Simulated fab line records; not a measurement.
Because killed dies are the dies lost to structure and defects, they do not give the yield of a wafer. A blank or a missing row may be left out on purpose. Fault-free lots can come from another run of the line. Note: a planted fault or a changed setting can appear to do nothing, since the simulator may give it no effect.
The tool behind it: which one? :: flow n5Finfet :: Sampling: 9 lots, 25 wafers, 6 of 1938 route steps

WHAT EACH GAUGE READ, for each wafer
N5_BEOL_M13_CD_MEAS_17 targets a cd of 190 nm.
lot: L619
measured: day 12 01:19
on: cdSem-01
cdNm (nm): 191.1 192.2 193.4

lot: L626
measured: day 14 03:22
on: cdSem-02
cdNm (nm): 188.0 191.0 187.8

lot: L629
measured: day 16 05:29
on: cdSem-02
cdNm (nm): 191.0 192.8 192.0

lot: L630
measured: day 16 06:08
on: cdSem-01
cdNm (nm): 190.3 190.5 189.8

lot: L633
measured: day 16 06:49
on: cdSem-02
cdNm (nm): 192.6 191.9 192.1

lot: L631
measured: day 16 14:14
on: cdSem-03
cdNm (nm): 191.5 190.0 191.4

lot: L632
measured: day 16 19:20
on: cdSem-02
cdNm (nm): 192.4 185.9

lot: L634
measured: day 16 21:41
on: cdSem-02
cdNm (nm): 184.6 189.7

lot: L635
measured: day 17 03:56
on: cdSem-03
cdNm (nm): 192.1 191.1 187.2

EACH LOT AND THE TOOL THAT RAN IT (in order: tool; ch and the chambers of the sampled wafers; start)
lot: L619
N5_BEOL_M12_DESCUM_33: rieDiel-06 ch 0,1,2, day 11 19:08
N5_BEOL_M13_ILD_DEP_00: pecvd-03 ch 0,2, day 12 00:06
N5_BEOL_M13_ETCH_59: rieDiel-03 ch 0,1,3, day 12 00:49
N5_BEOL_M13_STRIP_63: plasmaAsher-01 ch 0,1, day 12 01:06
N5_BEOL_M13_STRIP_64: plasmaAsher-01 ch 0,1, day 12 01:10

lot: L626
N5_BEOL_M12_DESCUM_33: rieDiel-06 ch 0,2, day 13 22:07
N5_BEOL_M13_ILD_DEP_00: pecvd-03 ch 0,1,2, day 14 02:18
N5_BEOL_M13_ETCH_59: rieDiel-02 ch 0,1,2, day 14 02:53
N5_BEOL_M13_STRIP_63: plasmaAsher-02 ch 0,1, day 14 03:10
N5_BEOL_M13_STRIP_64: plasmaAsher-02 ch 0,1, day 14 03:13

lot: L629
N5_BEOL_M12_DESCUM_33: rieDiel-01 ch 0,1,2, day 16 01:36
N5_BEOL_M13_ILD_DEP_00: pecvd-02 ch 0,2, day 16 04:24
N5_BEOL_M13_ETCH_59: rieDiel-05 ch 0,1,2, day 16 04:59
N5_BEOL_M13_STRIP_63: plasmaAsher-02 ch 0,1, day 16 05:17
N5_BEOL_M13_STRIP_64: plasmaAsher-02 ch 0,1, day 16 05:21

lot: L630
N5_BEOL_M12_DESCUM_33: rieDiel-04 ch 0,2,3, day 16 01:59
N5_BEOL_M13_ILD_DEP_00: pecvd-01 ch 0,1,2, day 16 04:56
N5_BEOL_M13_ETCH_59: rieDiel-02 ch 1,2,3, day 16 05:38
N5_BEOL_M13_STRIP_63: plasmaAsher-01 ch 0,1, day 16 05:56
N5_BEOL_M13_STRIP_64: plasmaAsher-01 ch 0,1, day 16 06:00

lot: L633
N5_BEOL_M12_DESCUM_33: rieDiel-06 ch 2,3, day 16 03:06
N5_BEOL_M13_ILD_DEP_00: pecvd-03 ch 0,1,2, day 16 05:44
N5_BEOL_M13_ETCH_59: rieDiel-03 ch 2,3, day 16 06:19
N5_BEOL_M13_STRIP_63: plasmaAsher-02 ch 1, day 16 06:37
N5_BEOL_M13_STRIP_64: plasmaAsher-02 ch 1, day 16 06:40

lot: L631
N5_BEOL_M12_DESCUM_33: rieDiel-06 ch 0,1, day 16 10:40
N5_BEOL_M13_ILD_DEP_00: pecvd-02 ch 0,1,2, day 16 13:10
N5_BEOL_M13_ETCH_59: rieDiel-03 ch 1,3, day 16 13:45
N5_BEOL_M13_STRIP_63: plasmaAsher-01 ch 0,1, day 16 14:02
N5_BEOL_M13_STRIP_64: plasmaAsher-01 ch 0,1, day 16 14:05

lot: L632
N5_BEOL_M12_DESCUM_33: rieDiel-06 ch 1,3, day 16 12:14
N5_BEOL_M13_ILD_DEP_00: pecvd-01 ch 0,2, day 16 17:28
N5_BEOL_M13_ETCH_59: rieDiel-03 ch 2,3, day 16 18:50
N5_BEOL_M13_STRIP_63: plasmaAsher-01 ch 0,1, day 16 19:08
N5_BEOL_M13_STRIP_64: plasmaAsher-01 ch 0,1, day 16 19:11

lot: L634
N5_BEOL_M12_DESCUM_33: rieDiel-04 ch 0,3, day 16 15:08
N5_BEOL_M13_ILD_DEP_00: pecvd-01 ch 0,1, day 16 20:37
N5_BEOL_M13_ETCH_59: rieDiel-03 ch 0,3, day 16 21:11
N5_BEOL_M13_STRIP_63: plasmaAsher-01 ch 1, day 16 21:29
N5_BEOL_M13_STRIP_64: plasmaAsher-01 ch 1, day 16 21:32

lot: L635
N5_BEOL_M12_DESCUM_33: rieDiel-01 ch 0,2,3, day 17 00:29
N5_BEOL_M13_ILD_DEP_00: pecvd-01 ch 0,1,2, day 17 02:55
N5_BEOL_M13_ETCH_59: rieDiel-03 ch 1,2, day 17 03:26
N5_BEOL_M13_STRIP_63: plasmaAsher-02 ch 0,1, day 17 03:45
N5_BEOL_M13_STRIP_64: plasmaAsher-02 ch 0,1, day 17 03:49
- N5_BEOL_M12_DESCUM_33: chemistry O2, time 7.9 s.
- N5_BEOL_M13_ILD_DEP_00: deposits SiOC from DEMS/O2, target thk 837.92 nm, time 166.4 s.
- N5_BEOL_M13_ETCH_59: etches BARC in N2/H2, target depth 89 nm, overetch 26.7 nm, time 67.9 s.
- N5_BEOL_M13_STRIP_63: strips in N2/H2.
- N5_BEOL_M13_STRIP_64: strips in N2/H2.

AS READ BY THE TOOLS THEMSELVES (means over the sampled wafers that have a number; for cases with no such wafer, the mark the record gives instead)
N5_BEOL_M12_DESCUM_33.
lot: L619
tool: rieDiel-06
drypumpMotorCurrentA (A): 5.5
oesProductAu (a.u.): 0.87
rfVppV (V): 243.1
showerheadPlenumPTorr (Torr): 2.13
throttleValvePct (%): 20.16

lot: L626
tool: rieDiel-06
drypumpMotorCurrentA (A): 5.5
oesProductAu (a.u.): 0.88
rfVppV (V): 243.8
showerheadPlenumPTorr (Torr): 2.13
throttleValvePct (%): 19.97

lot: L629
tool: rieDiel-01
drypumpMotorCurrentA (A): 5.7
oesProductAu (a.u.): 0.84
rfVppV (V): 245.3
showerheadPlenumPTorr (Torr): 2.18
throttleValvePct (%): 20.14

lot: L630
tool: rieDiel-04
drypumpMotorCurrentA (A): 5.9
oesProductAu (a.u.): 0.88
rfVppV (V): 243.1
showerheadPlenumPTorr (Torr): 2.11
throttleValvePct (%): 20.21

lot: L633
tool: rieDiel-06
drypumpMotorCurrentA (A): 5.4
oesProductAu (a.u.): 0.87
rfVppV (V): 243.4
showerheadPlenumPTorr (Torr): 2.16
throttleValvePct (%): 20.04

lot: L631
tool: rieDiel-06
drypumpMotorCurrentA (A): 5.3
oesProductAu (a.u.): 0.82
rfVppV (V): 243.6
showerheadPlenumPTorr (Torr): 2.12
throttleValvePct (%): 20.18

lot: L632
tool: rieDiel-06
drypumpMotorCurrentA (A): 5.2
oesProductAu (a.u.): 0.83
rfVppV (V): 244.9
showerheadPlenumPTorr (Torr): 2.16
throttleValvePct (%): 20.37

lot: L634
tool: rieDiel-04
drypumpMotorCurrentA (A): 5.8
oesProductAu (a.u.): 0.82
rfVppV (V): 243.2
showerheadPlenumPTorr (Torr): 2.13
throttleValvePct (%): 20.16

lot: L635
tool: rieDiel-01
drypumpMotorCurrentA (A): 5.7
oesProductAu (a.u.): 0.78
rfVppV (V): 244.0
showerheadPlenumPTorr (Torr): 2.17
throttleValvePct (%): 20.16

N5_BEOL_M13_ILD_DEP_00.
lot: L619
tool: pecvd-03
heaterPowerOuterW (W): 335
heaterPowerW (W): 628
showerheadPlenumPTorr (Torr): 5.691
showerheadVppV (V): 1352
throttleValvePct (%): 11.5

lot: L626
tool: pecvd-03
heaterPowerOuterW (W): 295
heaterPowerW (W): 542
showerheadPlenumPTorr (Torr): 5.688
showerheadVppV (V): 1381
throttleValvePct (%): 11.4

lot: L629
tool: pecvd-02
heaterPowerOuterW (W): 262
heaterPowerW (W): 506
showerheadPlenumPTorr (Torr): 5.692
showerheadVppV (V): 1519
throttleValvePct (%): 11.8

lot: L630
tool: pecvd-01
heaterPowerOuterW (W): 263
heaterPowerW (W): 491
showerheadPlenumPTorr (Torr): 5.696
showerheadVppV (V): 1414
throttleValvePct (%): 12.0

lot: L633
tool: pecvd-03
heaterPowerOuterW (W): 263
heaterPowerW (W): 502
showerheadPlenumPTorr (Torr): 5.685
showerheadVppV (V): 1397
throttleValvePct (%): 11.5

lot: L631
tool: pecvd-02
heaterPowerOuterW (W): 268
heaterPowerW (W): 515
showerheadPlenumPTorr (Torr): 5.695
showerheadVppV (V): 1461
throttleValvePct (%): 12.1

lot: L632
tool: pecvd-01
heaterPowerOuterW (W): 308
heaterPowerW (W): 570
showerheadPlenumPTorr (Torr): 5.691
showerheadVppV (V): 1394
throttleValvePct (%): 12.1

lot: L634
tool: pecvd-01
heaterPowerOuterW (W): 316
heaterPowerW (W): 569
showerheadPlenumPTorr (Torr): 5.690
showerheadVppV (V): 1424
throttleValvePct (%): 12.4

lot: L635
tool: pecvd-01
heaterPowerOuterW (W): 259
heaterPowerW (W): 508
showerheadPlenumPTorr (Torr): 5.681
showerheadVppV (V): 1403
throttleValvePct (%): 11.9

N5_BEOL_M13_ETCH_59.
lot: L619
tool: rieDiel-03
drypumpMotorCurrentA (A): 5.5
oesProductAu (a.u.): 0.69
rfVppV (V): 524.4
runLengthS (s): 90.7
showerheadPlenumPTorr (Torr): 2.56
throttleValvePct (%): 17.62

lot: L626
tool: rieDiel-02
drypumpMotorCurrentA (A): 5.7
oesProductAu (a.u.): 0.68
rfVppV (V): 524.1
runLengthS (s): 91.3
showerheadPlenumPTorr (Torr): 2.55
throttleValvePct (%): 17.67

lot: L629
tool: rieDiel-05
drypumpMotorCurrentA (A): 5.5
oesProductAu (a.u.): 0.74
rfVppV (V): 525.4
runLengthS (s): 91.4
showerheadPlenumPTorr (Torr): 2.61
throttleValvePct (%): 17.62

lot: L630
tool: rieDiel-02
drypumpMotorCurrentA (A): 6.0
oesProductAu (a.u.): 0.60
rfVppV (V): 522.2
runLengthS (s): 90.9
showerheadPlenumPTorr (Torr): 2.47
throttleValvePct (%): 17.87

lot: L633
tool: rieDiel-03
drypumpMotorCurrentA (A): 5.3
oesProductAu (a.u.): 0.69
rfVppV (V): 524.5
runLengthS (s): 91.4
showerheadPlenumPTorr (Torr): 2.57
throttleValvePct (%): 17.71

lot: L631
tool: rieDiel-03
drypumpMotorCurrentA (A): 6.0
oesProductAu (a.u.): 0.70
rfVppV (V): 523.4
runLengthS (s): 90.7
showerheadPlenumPTorr (Torr): 2.50
throttleValvePct (%): 17.52

lot: L632
tool: rieDiel-03
drypumpMotorCurrentA (A): 5.4
oesProductAu (a.u.): 0.77
rfVppV (V): 524.6
runLengthS (s): 79.7
showerheadPlenumPTorr (Torr): 2.58
throttleValvePct (%): 17.67

lot: L634
tool: rieDiel-03
drypumpMotorCurrentA (A): 5.2
oesProductAu (a.u.): 0.80
rfVppV (V): 524.9
runLengthS (s): 79.1
showerheadPlenumPTorr (Torr): 2.58
throttleValvePct (%): 17.61

lot: L635
tool: rieDiel-03
drypumpMotorCurrentA (A): 6.2
oesProductAu (a.u.): 0.77
rfVppV (V): 522.9
runLengthS (s): 82.8
showerheadPlenumPTorr (Torr): 2.50
throttleValvePct (%): 17.45

N5_BEOL_M13_STRIP_63.
lot: L619
tool: plasmaAsher-01
drypumpMotorCurrentA (A): 6.2
heaterPowerW (W): 351
oesProductAu (a.u.): 0.674
stripTimeToEndpointS (s): 27.3

lot: L626
tool: plasmaAsher-02
drypumpMotorCurrentA (A): 5.5
heaterPowerW (W): 349
oesProductAu (a.u.): 0.677
stripTimeToEndpointS (s): 28.5

lot: L629
tool: plasmaAsher-02
drypumpMotorCurrentA (A): 5.7
heaterPowerW (W): 333
oesProductAu (a.u.): 0.672
stripTimeToEndpointS (s): 27.1

lot: L630
tool: plasmaAsher-01
drypumpMotorCurrentA (A): 5.9
heaterPowerW (W): 337
oesProductAu (a.u.): 0.675
stripTimeToEndpointS (s): 29.3

lot: L633
tool: plasmaAsher-02
drypumpMotorCurrentA (A): 5.9
heaterPowerW (W): 318
oesProductAu (a.u.): 0.674
stripTimeToEndpointS (s): 28.2

lot: L631
tool: plasmaAsher-01
drypumpMotorCurrentA (A): 5.9
heaterPowerW (W): 337
oesProductAu (a.u.): 0.680
stripTimeToEndpointS (s): 28.5

lot: L632
tool: plasmaAsher-01
drypumpMotorCurrentA (A): 6.0
heaterPowerW (W): 338
oesProductAu (a.u.): 0.675
stripTimeToEndpointS (s): 31.0

lot: L634
tool: plasmaAsher-01
drypumpMotorCurrentA (A): 6.5
heaterPowerW (W): 367
oesProductAu (a.u.): 0.677
stripTimeToEndpointS (s): 31.2

lot: L635
tool: plasmaAsher-02
drypumpMotorCurrentA (A): 5.5
heaterPowerW (W): 344
oesProductAu (a.u.): 0.679
stripTimeToEndpointS (s): 29.1

N5_BEOL_M13_STRIP_64.
lot: L619
tool: plasmaAsher-01
drypumpMotorCurrentA (A): 6.2
heaterPowerW (W): 351
oesProductAu (a.u.): 0.713
stripTimeToEndpointS (s): 31.30

lot: L626
tool: plasmaAsher-02
drypumpMotorCurrentA (A): 5.5
heaterPowerW (W): 344
oesProductAu (a.u.): 0.721
stripTimeToEndpointS (s): 31.32

lot: L629
tool: plasmaAsher-02
drypumpMotorCurrentA (A): 5.7
heaterPowerW (W): 333
oesProductAu (a.u.): 0.713
stripTimeToEndpointS (s): 31.35

lot: L630
tool: plasmaAsher-01
drypumpMotorCurrentA (A): 5.9
heaterPowerW (W): 335
oesProductAu (a.u.): 0.714
stripTimeToEndpointS (s): 31.35

lot: L633
tool: plasmaAsher-02
drypumpMotorCurrentA (A): 5.9
heaterPowerW (W): 322
oesProductAu (a.u.): 0.711
stripTimeToEndpointS (s): 31.29

lot: L631
tool: plasmaAsher-01
drypumpMotorCurrentA (A): 5.9
heaterPowerW (W): 336
oesProductAu (a.u.): 0.714
stripTimeToEndpointS (s): 31.37

lot: L632
tool: plasmaAsher-01
drypumpMotorCurrentA (A): 6.0
heaterPowerW (W): 343
oesProductAu (a.u.): 0.714
stripTimeToEndpointS (s): 31.37

lot: L634
tool: plasmaAsher-01
drypumpMotorCurrentA (A): 6.4
heaterPowerW (W): 366
oesProductAu (a.u.): 0.714
stripTimeToEndpointS (s): 31.41

lot: L635
tool: plasmaAsher-02
drypumpMotorCurrentA (A): 5.4
heaterPowerW (W): 350
oesProductAu (a.u.): 0.713
stripTimeToEndpointS (s): 31.30

THE ANSWER, worked out from the rows above alone
Rule: the lots themselves supply what counts as usual. Put in order of their means at a reading, lots are off if they are a third of the lots or fewer, leave a main group of 4 or more, and stand apart from it by a gap of 3 or more times the standard deviation of the main group's means; of several such gaps the widest counts. If all means in a main group match to the digits the tables above print for the reading, that group is not used. Also off: a lot with no number at a reading for which 4 or more lots have one. Where the step has rows for the other lots, those lots are counted as sound. Order of review: gauges by route order, followed by the tools' own readings, for which a lot's mean as printed above is used. The first step at which some lot is off is used, and at that step the reading that is off furthest; a lot without a number counts as furthest.
Off at N5_BEOL_M13_ETCH_59 (runLengthS): L632, L634, L635. For the main group the mean is 91.1 s and the standard deviation 0.31.
A tool fits if, at that step or a process step before it, it ran every lot that is off, and no sound lot after the first of them. This does not decide it: 2 tools fit, namely pecvd-01 at N5_BEOL_M13_ILD_DEP_00 and rieDiel-03 at N5_BEOL_M13_ETCH_59.

WHAT HAD BEEN PUT IN BY THE SIMULATOR
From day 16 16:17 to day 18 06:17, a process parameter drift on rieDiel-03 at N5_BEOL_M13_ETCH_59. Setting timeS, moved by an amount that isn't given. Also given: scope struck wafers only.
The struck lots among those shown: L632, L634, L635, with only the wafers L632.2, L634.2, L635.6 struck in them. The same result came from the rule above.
